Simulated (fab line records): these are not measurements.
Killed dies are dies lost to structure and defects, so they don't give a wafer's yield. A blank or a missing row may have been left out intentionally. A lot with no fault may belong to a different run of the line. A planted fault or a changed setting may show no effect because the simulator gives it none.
2 desks looking at one fault || flow n5_finfet || each desk holds nothing but its own numbers, with what lay behind them at the end

## THE TOOL OWNER'S DESK: litho_track-02
The tool's own readings at N5_BEOL_M2_COAT_76 (time 60 s, resist thk 5 nm): means of the sampled wafers that have a number, for each lot that ran on this tool. If a lot's mean is further than 4 standard deviations from the usual mean, the lot is out of limits and carries the mark OUT (the distance appears in the brackets).
Columns: A = spin_speed_rpm at N5_BEOL_M2_COAT_76, usual 1500.1 rpm
{"lot": "L147", "first seen here": "day 7 06:44", "A": 1498.7}
{"lot": "L150", "first seen here": "day 7 23:33", "A": "1465.1 (-35) OUT"}
{"lot": "L152", "first seen here": "day 8 10:01", "A": "1464.5 (-36) OUT"}
This desk finds L150, L152 out of limits, L150 being first, at day 7 23:33 (spin_speed_rpm at N5_BEOL_M2_COAT_76). L147 stayed within limits.

## FROM THE METROLOGY DESK
Lot by lot, what the gauges showed, no matter which tool ran the lot: averages of those sampled wafers that carry a number. If a lot's mean is further than 4 standard deviations from the usual mean, the lot is out of limits and carries the mark OUT (the distance appears in the brackets). It has 10 readings; the 7 that lie furthest out on some lot are the ones shown.
Columns: A = DIBL_P at N5_BEOL_M4_RC_MEAS_101, usual 36.5 mV/V; B = IOFF_N at N5_BEOL_M4_RC_MEAS_101, usual 0.163 nA/um; C = IOFF_P at N5_BEOL_M4_RC_MEAS_101, usual 0.219 nA/um; D = ION_N at N5_BEOL_M4_RC_MEAS_101, usual 675 uA/um; E = ION_P at N5_BEOL_M4_RC_MEAS_101, usual 464 uA/um; F = SS_P at N5_BEOL_M4_RC_MEAS_101, usual 73.4 mV/dec; G = VT_P at N5_BEOL_M4_RC_MEAS_101, usual -250 mV
{"lot": "L147", "first seen here": "day 8 15:10", "A": 35.6, "B": 0.149, "C": 0.185, "D": 667, "E": 456, "F": 73.3, "G": -253}
{"lot": "L150", "first seen here": "day 9 09:36", "A": 36.6, "B": 0.178, "C": 0.215, "D": 678, "E": 465, "F": 73.9, "G": -252}
{"lot": "L152", "first seen here": "day 9 21:01", "A": 35.7, "B": 0.156, "C": 0.186, "D": 676, "E": 461, "F": 72.9, "G": -252}
{"lot": "L168", "first seen here": "day 14 05:02", "A": 34.5, "B": 0.139, "C": 0.207, "D": 673, "E": 468, "F": 73.3, "G": -249}
This desk found nothing out of limits on any of the 4 lots.

## ALL TOGETHER
The tool owner's desk could have raised an alarm at day 7 23:33, on L150, L152.
Nothing out of limits was seen by the metrology desk.
The metrology desk has L150, L152 on record, within its limits.
Every lot named ran N5_BEOL_M2_COAT_76 on litho_track-02.

## WHAT THE SIMULATOR HAD INSERTED
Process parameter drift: litho_track-02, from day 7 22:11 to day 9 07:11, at N5_BEOL_M2_COAT_76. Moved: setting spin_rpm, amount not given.
Struck lots among those shown: L150, L152.
Each desk's first reading out of limits, in hours after the fault started: the tool owner's desk, 1.
